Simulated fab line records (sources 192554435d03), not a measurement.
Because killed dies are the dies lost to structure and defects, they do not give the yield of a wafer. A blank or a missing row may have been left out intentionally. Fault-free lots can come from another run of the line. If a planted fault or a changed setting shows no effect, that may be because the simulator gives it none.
Split-lot study	flow n5Finfet	21 wafers read from 7 lots, route of 1938 steps

## SPLIT DETAILS
At N5_BEOL_M3_ETCH_64 (etches SOC in N2/H2, target depth 75 nm, overetch 15 nm, time 112.5 s), the setting timeS was moved away from the recipe's 112.5 s on 9 of the 21 wafers read, by -11.2% to +22.0%. The other wafers ran this setting at the recipe's value.

## FROM THE SPLIT TO THE READING: what the file shows between them, 3 steps
- N5_BEOL_M3_STRIP_65: strips in N2/H2
- N5_BEOL_M3_STRIP_75: strips in N2/H2
- N5_BEOL_M3_STRIP_66: strips in CF4

## THE READING
etch.depthNm (the simulator's own value, which no gauge read), in nm, at N5_BEOL_M3_HM_OPEN_17 (chemistry Cl2/BCl3, target TiN, target depth 20 nm, overetch 6 nm). There is no usual value for it anywhere in the file. Average 20.04 nm, standard deviation 0.23 nm, over the 12 wafers here run with the recipe.

wafer	tool, chamber at the split	timeS as run, s	against the recipe	etch.depthNm, nm	against lot-mates on the recipe
L077.3	rieDiel-05, 1,2,3	121.7	+8.2%	18.71	no lot-mate on the recipe
L077.5	rieDiel-05, 1,2,3	121.7	+8.2%	18.8	no lot-mate on the recipe
L077.6	rieDiel-05, 1,2,3	121.7	+8.2%	18.78	no lot-mate on the recipe
L078.1	rieDiel-02, 2	112.5	recipe	20.17	-
L078.2	rieDiel-02, 0,3	126.2	+12.2%	18.97	-1.20
L078.4	rieDiel-02, 0,3	126.2	+12.2%	19.1	-1.07
L079.1	rieDiel-06, 2,0	112.5	recipe	19.9	-
L079.2	rieDiel-06, 2,0	112.5	recipe	20.07	-
L079.6	rieDiel-06, 1	137.2	+22.0%	17.65	-2.34
L082.4	rieDiel-02, 3,0,1	112.5	recipe	20.01	-
L082.5	rieDiel-02, 3,0,1	112.5	recipe	20.03	-
L082.6	rieDiel-02, 3,0,1	112.5	recipe	20.12	-
L085.2	rieDiel-05, 0,3,0	112.5	recipe	20.07	-
L085.3	rieDiel-05, 0,3,0	112.5	recipe	20.43	-
L085.6	rieDiel-05, 0,3,0	112.5	recipe	20.12	-
L088.3	rieDiel-05, 0,1	99.85	-11.2%	19.99	+0.51
L088.4	rieDiel-05, 3	112.5	recipe	19.48	-
L088.5	rieDiel-05, 0,1	99.85	-11.2%	20.15	+0.67
L090.4	rieDiel-02, 3,1	112.5	recipe	20.3	-
L090.5	rieDiel-02, 3,1	112.5	recipe	19.81	-
L090.6	rieDiel-02, 2	129.6	+15.2%	17.93	-2.12
Where a row lists several chambers, the file gives one row for several wafers and doesn't say which wafer went through which chamber.

THE FIT
A straight line over all 21 wafers: etch.depthNm changes by -0.0866 nm for each +1% of timeS; r = -0.86; the points scatter about the line by 0.41 nm.
The same after taking each lot's own level away (the mean of its wafers on the recipe; 18 wafers): -0.0955 nm for each +1%; r = -0.96; scatter 0.25 nm.
According to that fit, moving timeS by its largest amount changes the reading by 2.1 nm.
Measured against the standard deviation above, the lots' own levels, which go from 19.480 to 20.207 nm, span 3.2 times it.
Consequently the slope shifts little with the lot-to-lot level, the two slopes agreeing.
Check: -2.11 nm against its lot-mates is what the line predicts for one of the wafers moved furthest among these (+22.0%) when that wafer is left out of the fit. Against them it came out at -2.34 nm.

## ADDITIONAL SPLITS CARRIED BY THESE WAFERS
These wafers also went through other splits before the reading. Each is held against what the fit with the lots' levels taken away leaves over:
other split on the same wafers	wafers away from the commonest value	r with etch.depthNm (lot level and that fit taken away)
N5_BEOL_M0_SAQP_PECVD_96 timeS	7	-0.58
N5_BEOL_M0_SAQP_DEVELOP_13 developTimeS	4	-0.15
N5_BEOL_M0_CUTY_ETCH_63 sourceW	7	-0.47
N5_BEOL_M1_ETCH_74 biasW	6	+0.16
N5_BEOL_M2_COAT_67 spinRpm	4	+0.08
N5_BEOL_M2_EXPOSE_25 doseMj	5	-0.11
N5_BEOL_M3_COAT_05 spinRpm	9	+0.19

## FILE'S OWN FIT
etch.depthNm changes by -0.105 nm for each +1% of timeS, r = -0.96.
